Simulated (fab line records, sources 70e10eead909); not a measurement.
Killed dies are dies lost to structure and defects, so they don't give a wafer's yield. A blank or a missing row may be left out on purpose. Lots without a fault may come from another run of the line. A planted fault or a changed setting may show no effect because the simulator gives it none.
Chamber matching | flow nand_harc | NHARC_P_GATE_ETCH_32 on rie_si-03: 4 sister chambers
The step etches the open film in HBr/Cl2, target depth 150 nm, time 100.1 s. 20 wafers are shown with their chamber, then 10 later ones without.

WAFERS WITH THEIR CHAMBER
wafer  | chamber | oes_product_au (a.u.) | throttle_valve_pct (%)
L074.1 | 3       | 0.994                 | 26.408
L074.2 | 0       | 1.030                 | 26.413
L074.6 | 0       | 1.016                 | 26.414
L075.1 | 3       | 1.017                 | 26.400
L075.4 | 0       | 1.028                 | 26.412
L075.5 | 1       | 1.005                 | 26.404
L081.1 | 0       | 1.027                 | 26.392
L081.4 | 1       | 1.003                 | 26.399
L081.5 | 0       | 1.022                 | 26.395
L084.1 | 0       | 1.021                 | 26.410
L084.4 | 0       | 1.021                 | 26.401
L084.5 | 2       | 1.021                 | 26.421
L085.2 | 3       | 1.015                 | 26.398
L085.3 | 2       | 1.016                 | 26.401
L085.6 | 2       | 1.009                 | 26.407
L088.2 | 3       | 0.987                 | 26.403
L088.5 | 0       | 0.994                 | 26.409
L088.6 | 2       | 1.013                 | 26.411
L090.2 | 3       | 0.996                 | 26.388
L090.4 | 3       | 0.998                 | 26.401

SIGNATURES (means of the wafers above)
reading            | chamber 0 | chamber 1 | chamber 2 | chamber 3 | scatter within a chamber
oes_product_au     | 1.01987   | 1.00400   | 1.01475   | 1.00117   | 0.0104
throttle_valve_pct | 26.40575  | 26.40150  | 26.41000  | 26.39967  | 0.00775
Rule: a wafer's distance from a chamber is the root of the sum, over the readings, of the square of ((its reading less the chamber's mean) divided by the reading's scatter). The wafer belongs to the nearest chamber; if the next one is less than 2 further off, it can't be placed. The scatter: the root of (the sum of the squares of (reading less its chamber's mean) over the shown wafers, divided by (wafers less chambers)).

WAFERS WITHOUT THEIR CHAMBER
wafer  | oes_product_au (a.u.) | throttle_valve_pct (%)
L090.5 | 0.975                 | 26.412
L091.2 | 0.988                 | 26.402
L091.3 | 1.006                 | 26.389
L091.4 | 0.995                 | 26.414
L092.2 | 1.006                 | 26.402
L092.4 | 0.986                 | 26.413
L092.6 | 1.017                 | 26.398
L096.1 | 1.012                 | 26.408
L096.4 | 1.000                 | 26.396
L096.6 | 1.009                 | 26.411

WHICH CHAMBER EACH WENT THROUGH
wafer  | from the rows above               | in truth
L090.5 | can't be placed: 3 or 1 or 2 or 0 | 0
L091.2 | can't be placed: 3 or 1 or 2 or 0 | 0
L091.3 | can't be placed: 3 or 1 or 0 or 2 | 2
L091.4 | can't be placed: 1 or 3 or 2 or 0 | 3
L092.2 | can't be placed: 1 or 3 or 2 or 0 | 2
L092.4 | can't be placed: 3 or 1 or 2 or 0 | 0
L092.6 | can't be placed: 0 or 1 or 3 or 2 | 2
L096.1 | can't be placed: 2 or 0 or 1 or 3 | 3
L096.4 | can't be placed: 3 or 1 or 0 or 2 | 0
L096.6 | can't be placed: 2 or 0 or 1 or 3 | 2
Placed correctly: 0 of 10. Can't be placed from these rows: 10 (the true chamber is among the candidates in 10). Placed wrongly: 0.
